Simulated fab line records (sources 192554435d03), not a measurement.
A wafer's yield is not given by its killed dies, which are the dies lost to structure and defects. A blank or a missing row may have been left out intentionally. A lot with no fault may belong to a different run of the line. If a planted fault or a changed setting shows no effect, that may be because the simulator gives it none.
Lot-split experiment    flow n5 finfet    21 wafers read from 7 lots, route of 1938 steps

## ABOUT THE SPLIT
At N5_BEOL_M3_EXPOSE_25 (exposes mask V2, defocus 5 nm), the setting dose mj was moved away from the recipe's 63 on 9 of the 21 wafers read, by -6.5% to +6.8%. The other wafers ran this setting at the recipe's value.

## FROM THE SPLIT TO THE READING: what the file shows between them, 2 steps
- N5_BEOL_M3_PEB_26: peb time 60 s
- N5_BEOL_M3_DEVELOP_27: develop time 30 s

## THE READING
cd nm, in nm, at N5_BEOL_M3_CD_MEAS_28 (target cd 25.7 nm, target cd y 23.3 nm). Typical for fault-free wafers on this fab line: 25.67 nm, with standard deviation 0.24 nm.

wafer   tool, chamber at the split  dose mj as run  against the recipe  cd nm, nm  against lot-mates on the recipe
L078.1  euv scanner-01, 0           64.2            +1.9%               25.73      +0.60
L078.3  euv scanner-01, 0           64.2            +1.9%               25.71      +0.58
L078.5  euv scanner-01, 0           63              recipe              25.13      -
L079.3  euv scanner-02, 0           63              recipe              25.87      -
L079.4  euv scanner-02, 0           63              recipe              25.87      -
L079.6  euv scanner-02, 0           63              recipe              26.09      -
L081.3  euv scanner-01, 0           63              recipe              25.90      -
L081.4  euv scanner-01, 0           58.89           -6.5%               24.38      -1.52
L081.6  euv scanner-01, 0           58.89           -6.5%               24.33      -1.57
L085.1  euv scanner-01, 0           63              recipe              25.87      -
L085.2  euv scanner-01, 0           63              recipe              25.70      -
L085.3  euv scanner-01, 0           67.27           +6.8%               26.87      +1.09
L089.1  euv scanner-02, 0           63              recipe              25.70      -
L089.3  euv scanner-02, 0           63              recipe              25.84      -
L089.4  euv scanner-02, 0           65.6            +4.1%               26.24      +0.47
L092.2  euv scanner-01, 0           63              recipe              25.60      -
L092.3  euv scanner-01, 0           63              recipe              25.75      -
L092.5  euv scanner-01, 0           66.18           +5.0%               26.36      +0.68
L093.1  euv scanner-01, 0           65.98           +4.7%               26.74      +0.84
L093.4  euv scanner-01, 0           63              recipe              25.90      -
L093.6  euv scanner-01, 0           65.98           +4.7%               26.68      +0.78

THE FIT
A straight line over all 21 wafers: cd nm changes by +0.182 nm for each +1% of dose mj; r = +0.93; the points scatter about the line by 0.24 nm.
The same after taking each lot's own level away (the mean of its wafers on the recipe; 21 wafers): +0.194 nm for each +1%; r = +0.97; scatter 0.17 nm.
That fit puts the effect of the largest move of dose mj on the reading at 1.3 nm.
Measured against the standard deviation above, the lots' own levels, which go from 25.130 to 25.943 nm, span 3.4 times it.
The two slopes are in agreement: the lot-to-lot level therefore moves the slope only a little.
Check: +1.31 nm against its lot-mates is what the line predicts for one of the wafers moved furthest among these (+6.8%) when that wafer is left out of the fit. It came out at +1.09 nm against them.

## FURTHER SPLITS ON THESE WAFERS
Note: prior to the reading, these wafers also went through further splits. Each is held against what the fit with the lots' levels taken away leaves over:
other split on the same wafers             wafers away from the commonest value  r with cd nm (lot level and that fit taken away)
N5_BEOL_M0_TRENCH_ETCH_107 target depth a  6                                     -0.09
N5_BEOL_M1_HM_DEP_02 target thk a          7                                     +0.03
N5_BEOL_M1_COAT_61 spin rpm                9                                     -0.10
N5_BEOL_M2_ILD_DEP_00 time s               5                                     +0.17
N5_BEOL_M3_COAT_67 spin rpm                6                                     +0.35

## FILE'S OWN FIT
cd nm changes by +0.177 nm for each +1% of dose mj, r = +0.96.
